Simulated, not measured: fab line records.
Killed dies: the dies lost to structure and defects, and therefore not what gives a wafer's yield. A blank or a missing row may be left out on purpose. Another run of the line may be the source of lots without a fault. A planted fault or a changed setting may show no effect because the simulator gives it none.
fab line records || flow n5_finfet
record {"lots": 7, "wafers": 39}
route steps=1938 shown WELL_APT@33 FIN_CUT@176 DUMMY_GATE@237 SD_EPI_N@288 BEOL_M4@1111
start_h: hours from the record's first day to the start of the lot's first wafer shown || wait_h: hours from the lot's prior step to this one || " the same as in the row above || L1.1+2: a single row standing in for several wafers || - no value present, or no start provided || * or withheld: withheld || < > ~ a bound
route shown NAME@n: names a module that has steps shown in the file, with the first one's number in the route || usual: the fault-free wafers' mean and standard deviation || same: alike in all rows || chamber/n: place in a boat || sites: each site's reading || _std_site: the standard deviation of these || _edge_site: mean of outer sites minus mean of inner sites || radius_mm: for every site, how far away it sits from the centre of the wafer || mask NAME#n: copy n || behind: the last tool/chamber to shape the wafer || hold: reason for holding the lot/hours on hold/outcome of the hold || device: whichever transistor did not switch (one of n, p or np) || end of line: the tests these same wafers got at the end of their route || where a step has no rows: the recipe by itself || killed: count of dies lost to structure and defects at first sort (not the wafer's yield) || map: dies across one wafer; x = killed, . = not, _ = none there
set.NAME: the run value of the setting; set.NAME@STEP: its run value at that earlier step || model.NAME: the simulator's own value behind a step, which no gauge read
one table per step and one row per wafer, for lots whose settings were changed on purpose
## steps
# step N5_WELL_APT_IMPLANT_15
# recipe {"species": "As", "energy_kev": 25, "dose_cm2": 1.5e+13, "tilt_deg": 0, "rotation_deg": 0}
# step N5_FIN_CUT_CUT_ETCH_15
# recipe {"chemistry": "HBr/Cl2/O2", "target": "Si", "target_depth_a": 1000, "bt_time_s": 10, "mask_material": "SOC", "time_s": 42.4, "ion_energy_ev": "*", "bias_w": "*", "pressure_mtorr": 10, "icp_w": 800, "HBr_flow_sccm": 150, "Cl2_flow_sccm": 80, "O2_flow_sccm": 12}
# step N5_DUMMY_GATE_ETCH_37
# recipe {"chemistry": "N2/H2", "target": "SOC", "target_depth_a": 600, "overetch_a": 300, "temp_c": 40, "ion_energy_ev": 200, "pressure_mtorr": 30, "source_w": 840, "bias_w": 150, "n2_flow_sccm": 200, "h2_flow_sccm": 200}
# step N5_DUMMY_GATE_ETCH_31
# recipe {"chemistry": "C4F6/O2", "target": "SiO2", "mask_material": "SOC", "target_depth_a": 825, "time_s": 27.5, "ion_energy_ev": 250, "pressure_mtorr": 30, "source_w": 345, "bias_w": 185, "Ar_flow_sccm": 300, "C4F6_flow_sccm": 10, "O2_flow_sccm": 10}
# step N5_DUMMY_GATE_ETCH_32
# recipe {"chemistry": "CF4", "target": "SiO2", "target_depth_a": 35, "time_s": 3.9, "ion_energy_ev": 350, "pressure_mtorr": 10, "icp_w": 800, "bias_w": 400, "cf4_flow_sccm": 80}
# step N5_DUMMY_GATE_ETCH_42
# recipe {"chemistry": "CHF3/O2", "target": "SiO2", "target_depth_a": 35, "time_s": 31, "ion_energy_ev": 30, "bias_w": 12, "pressure_mtorr": 30, "source_w": 600, "Ar_flow_sccm": 200, "CHF3_flow_sccm": 50, "O2_flow_sccm": 5}
# step N5_SD_EPI_N_EPI_21
# recipe {"material": "Si:P", "dopant": "P", "temp_c": 680, "pressure_torr": 255, "time_s": 690}
# step N5_BEOL_M4_RC_MEAS_101
# usual {"CJ_P": "5.80/0.14", "RS_SD_N": "28.2/0.35"}
{"lot.wafer": "L074.1", "tool": "prober-02", "chamber": 0, "start_h": 166.45, "wait_h": 0.0, "set.dose_cm2@WELL_APT_IMPLANT_15": 1.652e+13, "set.bias_w@FIN_CUT_CUT_ETCH_15": "*", "set.source_w@DUMMY_GATE_ETCH_37": 840, "set.target_depth_a@DUMMY_GATE_ETCH_31": 825, "set.time_s@DUMMY_GATE_ETCH_32": 4.421, "set.bias_w@DUMMY_GATE_ETCH_42": 12, "set.epi_growth_time_s@SD_EPI_N_EPI_21": 690, "CJ_P": 6.03, "RS_SD_N[ohm/sq]": 27.9}
{"lot.wafer": "L074.2", "tool": "prober-02", "chamber": 0, "start_h": 166.45, "wait_h": 0.0, "set.dose_cm2@WELL_APT_IMPLANT_15": 1.652e+13, "set.bias_w@FIN_CUT_CUT_ETCH_15": "*", "set.source_w@DUMMY_GATE_ETCH_37": 778.1, "set.target_depth_a@DUMMY_GATE_ETCH_31": 720.7, "set.time_s@DUMMY_GATE_ETCH_32": 4.421, "set.bias_w@DUMMY_GATE_ETCH_42": 12, "set.epi_growth_time_s@SD_EPI_N_EPI_21": 690, "CJ_P": 6.17, "RS_SD_N[ohm/sq]": 27.8}
{"lot.wafer": "L074.3", "tool": "prober-02", "chamber": 0, "start_h": 166.45, "wait_h": 0.0, "set.dose_cm2@WELL_APT_IMPLANT_15": 1.652e+13, "set.bias_w@FIN_CUT_CUT_ETCH_15": "*", "set.source_w@DUMMY_GATE_ETCH_37": 778.1, "set.target_depth_a@DUMMY_GATE_ETCH_31": 720.7, "set.time_s@DUMMY_GATE_ETCH_32": 3.9, "set.bias_w@DUMMY_GATE_ETCH_42": 12, "set.epi_growth_time_s@SD_EPI_N_EPI_21": 717, "CJ_P": 6.29, "RS_SD_N[ohm/sq]": 27.5}
{"lot.wafer": "L074.4", "tool": "prober-02", "chamber": 0, "start_h": 166.45, "wait_h": 0.0, "set.dose_cm2@WELL_APT_IMPLANT_15": 1.5e+13, "set.bias_w@FIN_CUT_CUT_ETCH_15": "*", "set.source_w@DUMMY_GATE_ETCH_37": 778.1, "set.target_depth_a@DUMMY_GATE_ETCH_31": 825, "set.time_s@DUMMY_GATE_ETCH_32": 4.421, "set.bias_w@DUMMY_GATE_ETCH_42": 13.22, "set.epi_growth_time_s@SD_EPI_N_EPI_21": 717, "CJ_P": 5.79, "RS_SD_N[ohm/sq]": 27.9}
{"lot.wafer": "L074.5", "tool": "prober-02", "chamber": 0, "start_h": 166.45, "wait_h": 0.0, "set.dose_cm2@WELL_APT_IMPLANT_15": 1.5e+13, "set.bias_w@FIN_CUT_CUT_ETCH_15": "*", "set.source_w@DUMMY_GATE_ETCH_37": 840, "set.target_depth_a@DUMMY_GATE_ETCH_31": 825, "set.time_s@DUMMY_GATE_ETCH_32": 3.9, "set.bias_w@DUMMY_GATE_ETCH_42": 13.22, "set.epi_growth_time_s@SD_EPI_N_EPI_21": 717, "CJ_P": 5.92, "RS_SD_N[ohm/sq]": 27.7}
{"lot.wafer": "L074.6", "tool": "prober-02", "chamber": 0, "start_h": 166.45, "wait_h": 0.0, "set.dose_cm2@WELL_APT_IMPLANT_15": 1.5e+13, "set.bias_w@FIN_CUT_CUT_ETCH_15": "*", "set.source_w@DUMMY_GATE_ETCH_37": 840, "set.target_depth_a@DUMMY_GATE_ETCH_31": 720.7, "set.time_s@DUMMY_GATE_ETCH_32": 3.9, "set.bias_w@DUMMY_GATE_ETCH_42": 13.22, "set.epi_growth_time_s@SD_EPI_N_EPI_21": 690, "CJ_P": 5.86, "RS_SD_N[ohm/sq]": 28.2}
{"lot.wafer": "L075.1", "tool": "prober-01", "chamber": 0, "start_h": 167.87, "wait_h": 0.0, "set.dose_cm2@WELL_APT_IMPLANT_15": 1.5e+13, "set.bias_w@FIN_CUT_CUT_ETCH_15": "*", "set.source_w@DUMMY_GATE_ETCH_37": 884.7, "set.target_depth_a@DUMMY_GATE_ETCH_31": 825, "set.time_s@DUMMY_GATE_ETCH_32": 3.9, "set.bias_w@DUMMY_GATE_ETCH_42": 12, "set.epi_growth_time_s@SD_EPI_N_EPI_21": 690, "CJ_P": 5.79, "RS_SD_N[ohm/sq]": 28.5}
{"lot.wafer": "L075.2", "tool": "prober-01", "chamber": 0, "start_h": 167.87, "wait_h": 0.0, "set.dose_cm2@WELL_APT_IMPLANT_15": 1.267e+13, "set.bias_w@FIN_CUT_CUT_ETCH_15": "*", "set.source_w@DUMMY_GATE_ETCH_37": 840, "set.target_depth_a@DUMMY_GATE_ETCH_31": 825, "set.time_s@DUMMY_GATE_ETCH_32": 3.9, "set.bias_w@DUMMY_GATE_ETCH_42": 12, "set.epi_growth_time_s@SD_EPI_N_EPI_21": 690, "CJ_P": 5.43, "RS_SD_N[ohm/sq]": 28.4}
{"lot.wafer": "L075.3", "tool": "prober-01", "chamber": 0, "start_h": 167.87, "wait_h": 0.0, "set.dose_cm2@WELL_APT_IMPLANT_15": 1.267e+13, "set.bias_w@FIN_CUT_CUT_ETCH_15": "*", "set.source_w@DUMMY_GATE_ETCH_37": 840, "set.target_depth_a@DUMMY_GATE_ETCH_31": 772.7, "set.time_s@DUMMY_GATE_ETCH_32": 3.9, "set.bias_w@DUMMY_GATE_ETCH_42": 12, "set.epi_growth_time_s@SD_EPI_N_EPI_21": 663.4, "CJ_P": 5.25, "RS_SD_N[ohm/sq]": 29.3}
{"lot.wafer": "L075.4", "tool": "prober-01", "chamber": 0, "start_h": 167.87, "wait_h": 0.0, "set.dose_cm2@WELL_APT_IMPLANT_15": 1.5e+13, "set.bias_w@FIN_CUT_CUT_ETCH_15": "*", "set.source_w@DUMMY_GATE_ETCH_37": 884.7, "set.target_depth_a@DUMMY_GATE_ETCH_31": 772.7, "set.time_s@DUMMY_GATE_ETCH_32": 3.9, "set.bias_w@DUMMY_GATE_ETCH_42": 12, "set.epi_growth_time_s@SD_EPI_N_EPI_21": 690, "CJ_P": 5.73, "RS_SD_N[ohm/sq]": 28.9}
{"lot.wafer": "L075.5", "tool": "prober-01", "chamber": 0, "start_h": 167.87, "wait_h": 0.0, "set.dose_cm2@WELL_APT_IMPLANT_15": 1.267e+13, "set.bias_w@FIN_CUT_CUT_ETCH_15": "*", "set.source_w@DUMMY_GATE_ETCH_37": 884.7, "set.target_depth_a@DUMMY_GATE_ETCH_31": 825, "set.time_s@DUMMY_GATE_ETCH_32": 3.9, "set.bias_w@DUMMY_GATE_ETCH_42": 12, "set.epi_growth_time_s@SD_EPI_N_EPI_21": 663.4, "CJ_P": 5.47, "RS_SD_N[ohm/sq]": 30.2}
{"lot.wafer": "L075.6", "tool": "prober-01", "chamber": 0, "start_h": 167.87, "wait_h": 0.0, "set.dose_cm2@WELL_APT_IMPLANT_15": 1.5e+13, "set.bias_w@FIN_CUT_CUT_ETCH_15": "*", "set.source_w@DUMMY_GATE_ETCH_37": 840, "set.target_depth_a@DUMMY_GATE_ETCH_31": 772.7, "set.time_s@DUMMY_GATE_ETCH_32": 3.9, "set.bias_w@DUMMY_GATE_ETCH_42": 12, "set.epi_growth_time_s@SD_EPI_N_EPI_21": 663.4, "CJ_P": 5.59, "RS_SD_N[ohm/sq]": 29.7}
{"lot.wafer": "L082.1", "tool": "prober-02", "chamber": 0, "start_h": 202.91, "wait_h": 0.0, "set.dose_cm2@WELL_APT_IMPLANT_15": 1.5e+13, "set.bias_w@FIN_CUT_CUT_ETCH_15": "*", "set.source_w@DUMMY_GATE_ETCH_37": 840, "set.target_depth_a@DUMMY_GATE_ETCH_31": 825, "set.time_s@DUMMY_GATE_ETCH_32": 3.033, "set.bias_w@DUMMY_GATE_ETCH_42": 12, "set.epi_growth_time_s@SD_EPI_N_EPI_21": 743.2, "CJ_P": 5.75, "RS_SD_N[ohm/sq]": 27.2}
{"lot.wafer": "L082.2", "tool": "prober-02", "chamber": 0, "start_h": 202.91, "wait_h": 0.0, "set.dose_cm2@WELL_APT_IMPLANT_15": 1.742e+13, "set.bias_w@FIN_CUT_CUT_ETCH_15": "*", "set.source_w@DUMMY_GATE_ETCH_37": 840, "set.target_depth_a@DUMMY_GATE_ETCH_31": 892.9, "set.time_s@DUMMY_GATE_ETCH_32": 3.9, "set.bias_w@DUMMY_GATE_ETCH_42": 11.32, "set.epi_growth_time_s@SD_EPI_N_EPI_21": 690, "CJ_P": 6.28, "RS_SD_N[ohm/sq]": 27.7}
{"lot.wafer": "L082.3", "tool": "prober-02", "chamber": 0, "start_h": 202.91, "wait_h": 0.0, "set.dose_cm2@WELL_APT_IMPLANT_15": 1.5e+13, "set.bias_w@FIN_CUT_CUT_ETCH_15": "*", "set.source_w@DUMMY_GATE_ETCH_37": 740.4, "set.target_depth_a@DUMMY_GATE_ETCH_31": 825, "set.time_s@DUMMY_GATE_ETCH_32": 3.033, "set.bias_w@DUMMY_GATE_ETCH_42": 11.32, "set.epi_growth_time_s@SD_EPI_N_EPI_21": 743.2, "CJ_P": 5.87, "RS_SD_N[ohm/sq]": 26.8}
{"lot.wafer": "L082.4", "tool": "prober-02", "chamber": 0, "start_h": 202.91, "wait_h": 0.0, "set.dose_cm2@WELL_APT_IMPLANT_15": 1.742e+13, "set.bias_w@FIN_CUT_CUT_ETCH_15": "*", "set.source_w@DUMMY_GATE_ETCH_37": 740.4, "set.target_depth_a@DUMMY_GATE_ETCH_31": 825, "set.time_s@DUMMY_GATE_ETCH_32": 3.9, "set.bias_w@DUMMY_GATE_ETCH_42": 11.32, "set.epi_growth_time_s@SD_EPI_N_EPI_21": 690, "CJ_P": 6.40, "RS_SD_N[ohm/sq]": 28.6}
{"lot.wafer": "L082.5", "tool": "prober-02", "chamber": 0, "start_h": 202.91, "wait_h": 0.0, "set.dose_cm2@WELL_APT_IMPLANT_15": 1.742e+13, "set.bias_w@FIN_CUT_CUT_ETCH_15": "*", "set.source_w@DUMMY_GATE_ETCH_37": 740.4, "set.target_depth_a@DUMMY_GATE_ETCH_31": 892.9, "set.time_s@DUMMY_GATE_ETCH_32": 3.033, "set.bias_w@DUMMY_GATE_ETCH_42": 12, "set.epi_growth_time_s@SD_EPI_N_EPI_21": 690, "CJ_P": 6.06, "RS_SD_N[ohm/sq]": 28.4}
{"lot.wafer": "L082.6", "tool": "prober-02", "chamber": 0, "start_h": 202.91, "wait_h": 0.0, "set.dose_cm2@WELL_APT_IMPLANT_15": 1.5e+13, "set.bias_w@FIN_CUT_CUT_ETCH_15": "*", "set.source_w@DUMMY_GATE_ETCH_37": 840, "set.target_depth_a@DUMMY_GATE_ETCH_31": 892.9, "set.time_s@DUMMY_GATE_ETCH_32": 3.9, "set.bias_w@DUMMY_GATE_ETCH_42": 12, "set.epi_growth_time_s@SD_EPI_N_EPI_21": 743.2, "CJ_P": 5.78, "RS_SD_N[ohm/sq]": 26.9}
{"lot.wafer": "L086.1", "tool": "prober-01", "chamber": 0, "start_h": 227.28, "wait_h": 0.0, "set.dose_cm2@WELL_APT_IMPLANT_15": 1.5e+13, "set.bias_w@FIN_CUT_CUT_ETCH_15": "*", "set.source_w@DUMMY_GATE_ETCH_37": 840, "set.target_depth_a@DUMMY_GATE_ETCH_31": 825, "set.time_s@DUMMY_GATE_ETCH_32": 3.9, "set.bias_w@DUMMY_GATE_ETCH_42": 12, "set.epi_growth_time_s@SD_EPI_N_EPI_21": 690, "CJ_P": 5.91, "RS_SD_N[ohm/sq]": 27.9}
{"lot.wafer": "L086.2", "tool": "prober-01", "chamber": 0, "start_h": 227.28, "wait_h": 0.0, "set.dose_cm2@WELL_APT_IMPLANT_15": 1.5e+13, "set.bias_w@FIN_CUT_CUT_ETCH_15": "*", "set.source_w@DUMMY_GATE_ETCH_37": 840, "set.target_depth_a@DUMMY_GATE_ETCH_31": 825, "set.time_s@DUMMY_GATE_ETCH_32": 3.9, "set.bias_w@DUMMY_GATE_ETCH_42": 12, "set.epi_growth_time_s@SD_EPI_N_EPI_21": 690, "CJ_P": 5.86, "RS_SD_N[ohm/sq]": 28.3}
{"lot.wafer": "L086.4", "tool": "prober-01", "chamber": 0, "start_h": 227.28, "wait_h": 0.0, "set.dose_cm2@WELL_APT_IMPLANT_15": 1.5e+13, "set.bias_w@FIN_CUT_CUT_ETCH_15": "*", "set.source_w@DUMMY_GATE_ETCH_37": 840, "set.target_depth_a@DUMMY_GATE_ETCH_31": 825, "set.time_s@DUMMY_GATE_ETCH_32": 3.9, "set.bias_w@DUMMY_GATE_ETCH_42": 12, "set.epi_growth_time_s@SD_EPI_N_EPI_21": 690, "CJ_P": 5.87, "RS_SD_N[ohm/sq]": 28.4}
{"lot.wafer": "L087.1", "tool": "prober-01", "chamber": 0, "start_h": 242.03, "wait_h": 0.0, "set.dose_cm2@WELL_APT_IMPLANT_15": 1.5e+13, "set.bias_w@FIN_CUT_CUT_ETCH_15": "*", "set.source_w@DUMMY_GATE_ETCH_37": 840, "set.target_depth_a@DUMMY_GATE_ETCH_31": 825, "set.time_s@DUMMY_GATE_ETCH_32": 4.48, "set.bias_w@DUMMY_GATE_ETCH_42": 13.44, "set.epi_growth_time_s@SD_EPI_N_EPI_21": 762.5, "CJ_P": 5.95, "RS_SD_N[ohm/sq]": 26.5}
{"lot.wafer": "L087.2", "tool": "prober-01", "chamber": 0, "start_h": 242.03, "wait_h": 0.0, "set.dose_cm2@WELL_APT_IMPLANT_15": 1.5e+13, "set.bias_w@FIN_CUT_CUT_ETCH_15": "*", "set.source_w@DUMMY_GATE_ETCH_37": 840, "set.target_depth_a@DUMMY_GATE_ETCH_31": 918.4, "set.time_s@DUMMY_GATE_ETCH_32": 4.48, "set.bias_w@DUMMY_GATE_ETCH_42": 12, "set.epi_growth_time_s@SD_EPI_N_EPI_21": 690, "CJ_P": 5.67, "RS_SD_N[ohm/sq]": 28.6}
{"lot.wafer": "L087.3", "tool": "prober-01", "chamber": 0, "start_h": 242.03, "wait_h": 0.0, "set.dose_cm2@WELL_APT_IMPLANT_15": 1.409e+13, "set.bias_w@FIN_CUT_CUT_ETCH_15": "*", "set.source_w@DUMMY_GATE_ETCH_37": 840, "set.target_depth_a@DUMMY_GATE_ETCH_31": 918.4, "set.time_s@DUMMY_GATE_ETCH_32": 4.48, "set.bias_w@DUMMY_GATE_ETCH_42": 13.44, "set.epi_growth_time_s@SD_EPI_N_EPI_21": 762.5, "CJ_P": 5.59, "RS_SD_N[ohm/sq]": 26.6}
{"lot.wafer": "L087.4", "tool": "prober-01", "chamber": 0, "start_h": 242.03, "wait_h": 0.0, "set.dose_cm2@WELL_APT_IMPLANT_15": 1.409e+13, "set.bias_w@FIN_CUT_CUT_ETCH_15": "*", "set.source_w@DUMMY_GATE_ETCH_37": 840, "set.target_depth_a@DUMMY_GATE_ETCH_31": 825, "set.time_s@DUMMY_GATE_ETCH_32": 3.9, "set.bias_w@DUMMY_GATE_ETCH_42": 12, "set.epi_growth_time_s@SD_EPI_N_EPI_21": 690, "CJ_P": 5.77, "RS_SD_N[ohm/sq]": 28.8}
{"lot.wafer": "L087.5", "tool": "prober-01", "chamber": 0, "start_h": 242.03, "wait_h": 0.0, "set.dose_cm2@WELL_APT_IMPLANT_15": 1.409e+13, "set.bias_w@FIN_CUT_CUT_ETCH_15": "*", "set.source_w@DUMMY_GATE_ETCH_37": 840, "set.target_depth_a@DUMMY_GATE_ETCH_31": 825, "set.time_s@DUMMY_GATE_ETCH_32": 3.9, "set.bias_w@DUMMY_GATE_ETCH_42": 12, "set.epi_growth_time_s@SD_EPI_N_EPI_21": 762.5, "CJ_P": 5.59, "RS_SD_N[ohm/sq]": 27.1}
{"lot.wafer": "L087.6", "tool": "prober-01", "chamber": 0, "start_h": 242.03, "wait_h": 0.0, "set.dose_cm2@WELL_APT_IMPLANT_15": 1.5e+13, "set.bias_w@FIN_CUT_CUT_ETCH_15": "*", "set.source_w@DUMMY_GATE_ETCH_37": 840, "set.target_depth_a@DUMMY_GATE_ETCH_31": 918.4, "set.time_s@DUMMY_GATE_ETCH_32": 3.9, "set.bias_w@DUMMY_GATE_ETCH_42": 13.44, "set.epi_growth_time_s@SD_EPI_N_EPI_21": 690, "CJ_P": 5.95, "RS_SD_N[ohm/sq]": 28.5}
{"lot.wafer": "L092.1", "tool": "prober-01", "chamber": 0, "start_h": 282.70, "wait_h": 0.0, "set.dose_cm2@WELL_APT_IMPLANT_15": 1.672e+13, "set.bias_w@FIN_CUT_CUT_ETCH_15": "*", "set.source_w@DUMMY_GATE_ETCH_37": 840, "set.target_depth_a@DUMMY_GATE_ETCH_31": 746.4, "set.time_s@DUMMY_GATE_ETCH_32": 3.9, "set.bias_w@DUMMY_GATE_ETCH_42": 12, "set.epi_growth_time_s@SD_EPI_N_EPI_21": 690, "CJ_P": 6.09, "RS_SD_N[ohm/sq]": 27.8}
{"lot.wafer": "L092.2", "tool": "prober-01", "chamber": 0, "start_h": 282.70, "wait_h": 0.0, "set.dose_cm2@WELL_APT_IMPLANT_15": 1.5e+13, "set.bias_w@FIN_CUT_CUT_ETCH_15": "*", "set.source_w@DUMMY_GATE_ETCH_37": 840, "set.target_depth_a@DUMMY_GATE_ETCH_31": 746.4, "set.time_s@DUMMY_GATE_ETCH_32": 3.9, "set.bias_w@DUMMY_GATE_ETCH_42": 12, "set.epi_growth_time_s@SD_EPI_N_EPI_21": 690, "CJ_P": 5.92, "RS_SD_N[ohm/sq]": 28.1}
{"lot.wafer": "L092.3", "tool": "prober-01", "chamber": 0, "start_h": 282.70, "wait_h": 0.0, "set.dose_cm2@WELL_APT_IMPLANT_15": 1.672e+13, "set.bias_w@FIN_CUT_CUT_ETCH_15": "*", "set.source_w@DUMMY_GATE_ETCH_37": 840, "set.target_depth_a@DUMMY_GATE_ETCH_31": 825, "set.time_s@DUMMY_GATE_ETCH_32": 3.9, "set.bias_w@DUMMY_GATE_ETCH_42": 12, "set.epi_growth_time_s@SD_EPI_N_EPI_21": 690, "CJ_P": 6.47, "RS_SD_N[ohm/sq]": 28.1}
{"lot.wafer": "L092.4", "tool": "prober-01", "chamber": 0, "start_h": 282.70, "wait_h": 0.0, "set.dose_cm2@WELL_APT_IMPLANT_15": 1.5e+13, "set.bias_w@FIN_CUT_CUT_ETCH_15": "*", "set.source_w@DUMMY_GATE_ETCH_37": 840, "set.target_depth_a@DUMMY_GATE_ETCH_31": 746.4, "set.time_s@DUMMY_GATE_ETCH_32": 3.9, "set.bias_w@DUMMY_GATE_ETCH_42": 12, "set.epi_growth_time_s@SD_EPI_N_EPI_21": 757.4, "CJ_P": 5.89, "RS_SD_N[ohm/sq]": 26.6}
{"lot.wafer": "L092.5", "tool": "prober-01", "chamber": 0, "start_h": 282.70, "wait_h": 0.0, "set.dose_cm2@WELL_APT_IMPLANT_15": 1.672e+13, "set.bias_w@FIN_CUT_CUT_ETCH_15": "*", "set.source_w@DUMMY_GATE_ETCH_37": 840, "set.target_depth_a@DUMMY_GATE_ETCH_31": 825, "set.time_s@DUMMY_GATE_ETCH_32": 3.9, "set.bias_w@DUMMY_GATE_ETCH_42": 12, "set.epi_growth_time_s@SD_EPI_N_EPI_21": 757.4, "CJ_P": 6.38, "RS_SD_N[ohm/sq]": 26.4}
{"lot.wafer": "L092.6", "tool": "prober-01", "chamber": 0, "start_h": 282.70, "wait_h": 0.0, "set.dose_cm2@WELL_APT_IMPLANT_15": 1.5e+13, "set.bias_w@FIN_CUT_CUT_ETCH_15": "*", "set.source_w@DUMMY_GATE_ETCH_37": 840, "set.target_depth_a@DUMMY_GATE_ETCH_31": 825, "set.time_s@DUMMY_GATE_ETCH_32": 3.9, "set.bias_w@DUMMY_GATE_ETCH_42": 12, "set.epi_growth_time_s@SD_EPI_N_EPI_21": 757.4, "CJ_P": 5.90, "RS_SD_N[ohm/sq]": 26.5}
{"lot.wafer": "L096.1", "tool": "prober-02", "chamber": 0, "start_h": 314.63, "wait_h": 0.0, "set.dose_cm2@WELL_APT_IMPLANT_15": 1.5e+13, "set.bias_w@FIN_CUT_CUT_ETCH_15": "*", "set.source_w@DUMMY_GATE_ETCH_37": 840, "set.target_depth_a@DUMMY_GATE_ETCH_31": 765.7, "set.time_s@DUMMY_GATE_ETCH_32": 3.9, "set.bias_w@DUMMY_GATE_ETCH_42": 12, "set.epi_growth_time_s@SD_EPI_N_EPI_21": 690, "CJ_P": 5.69, "RS_SD_N[ohm/sq]": 27.8}
{"lot.wafer": "L096.2", "tool": "prober-02", "chamber": 0, "start_h": 314.63, "wait_h": 0.0, "set.dose_cm2@WELL_APT_IMPLANT_15": 1.5e+13, "set.bias_w@FIN_CUT_CUT_ETCH_15": "*", "set.source_w@DUMMY_GATE_ETCH_37": 942.6, "set.target_depth_a@DUMMY_GATE_ETCH_31": 825, "set.time_s@DUMMY_GATE_ETCH_32": 3.9, "set.bias_w@DUMMY_GATE_ETCH_42": 12, "set.epi_growth_time_s@SD_EPI_N_EPI_21": 743.6, "CJ_P": 5.62, "RS_SD_N[ohm/sq]": 26.8}
{"lot.wafer": "L096.3", "tool": "prober-02", "chamber": 0, "start_h": 314.63, "wait_h": 0.0, "set.dose_cm2@WELL_APT_IMPLANT_15": 1.5e+13, "set.bias_w@FIN_CUT_CUT_ETCH_15": "*", "set.source_w@DUMMY_GATE_ETCH_37": 840, "set.target_depth_a@DUMMY_GATE_ETCH_31": 765.7, "set.time_s@DUMMY_GATE_ETCH_32": 3.9, "set.bias_w@DUMMY_GATE_ETCH_42": 10.81, "set.epi_growth_time_s@SD_EPI_N_EPI_21": 743.6, "CJ_P": 5.63, "RS_SD_N[ohm/sq]": 26.5}
{"lot.wafer": "L096.4", "tool": "prober-02", "chamber": 0, "start_h": 314.63, "wait_h": 0.0, "set.dose_cm2@WELL_APT_IMPLANT_15": 1.5e+13, "set.bias_w@FIN_CUT_CUT_ETCH_15": "*", "set.source_w@DUMMY_GATE_ETCH_37": 840, "set.target_depth_a@DUMMY_GATE_ETCH_31": 825, "set.time_s@DUMMY_GATE_ETCH_32": 3.9, "set.bias_w@DUMMY_GATE_ETCH_42": 10.81, "set.epi_growth_time_s@SD_EPI_N_EPI_21": 690, "CJ_P": 5.68, "RS_SD_N[ohm/sq]": 27.8}
{"lot.wafer": "L096.5", "tool": "prober-02", "chamber": 0, "start_h": 314.63, "wait_h": 0.0, "set.dose_cm2@WELL_APT_IMPLANT_15": 1.5e+13, "set.bias_w@FIN_CUT_CUT_ETCH_15": "*", "set.source_w@DUMMY_GATE_ETCH_37": 942.6, "set.target_depth_a@DUMMY_GATE_ETCH_31": 825, "set.time_s@DUMMY_GATE_ETCH_32": 3.9, "set.bias_w@DUMMY_GATE_ETCH_42": 10.81, "set.epi_growth_time_s@SD_EPI_N_EPI_21": 743.6, "CJ_P": 5.43, "RS_SD_N[ohm/sq]": 26.6}
{"lot.wafer": "L096.6", "tool": "prober-02", "chamber": 0, "start_h": 314.63, "wait_h": 0.0, "set.dose_cm2@WELL_APT_IMPLANT_15": 1.5e+13, "set.bias_w@FIN_CUT_CUT_ETCH_15": "*", "set.source_w@DUMMY_GATE_ETCH_37": 942.6, "set.target_depth_a@DUMMY_GATE_ETCH_31": 765.7, "set.time_s@DUMMY_GATE_ETCH_32": 3.9, "set.bias_w@DUMMY_GATE_ETCH_42": 12, "set.epi_growth_time_s@SD_EPI_N_EPI_21": 690, "CJ_P": 5.77, "RS_SD_N[ohm/sq]": 28.1}
## key
split {"step": "N5_WELL_APT_IMPLANT_15", "setting": "dose_cm2", "stated_as": 1.5e+13}
response {"step": "N5_BEOL_M4_RC_MEAS_101", "reading": "CJ_P", "slope": "+0.0274", "per": "1%", "together_with": "all", "explained": 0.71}
split {"step": "N5_FIN_CUT_CUT_ETCH_15", "setting": "bias_w", "stated_as": "*"}
response none clear
split {"step": "N5_DUMMY_GATE_ETCH_37", "setting": "source_w", "stated_as": 840}
response none clear
split {"step": "N5_DUMMY_GATE_ETCH_31", "setting": "target_depth_a", "stated_as": 825}
response none clear
split {"step": "N5_DUMMY_GATE_ETCH_32", "setting": "time_s", "stated_as": 3.9}
response none clear
split {"step": "N5_DUMMY_GATE_ETCH_42", "setting": "bias_w", "stated_as": 12}
response none clear
split {"step": "N5_SD_EPI_N_EPI_21", "setting": "epi_growth_time_s", "stated_as": 690}
response {"step": "N5_BEOL_M4_RC_MEAS_101", "reading": "RS_SD_N", "slope": -0.174, "per": "1%", "together_with": "all", "explained": 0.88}
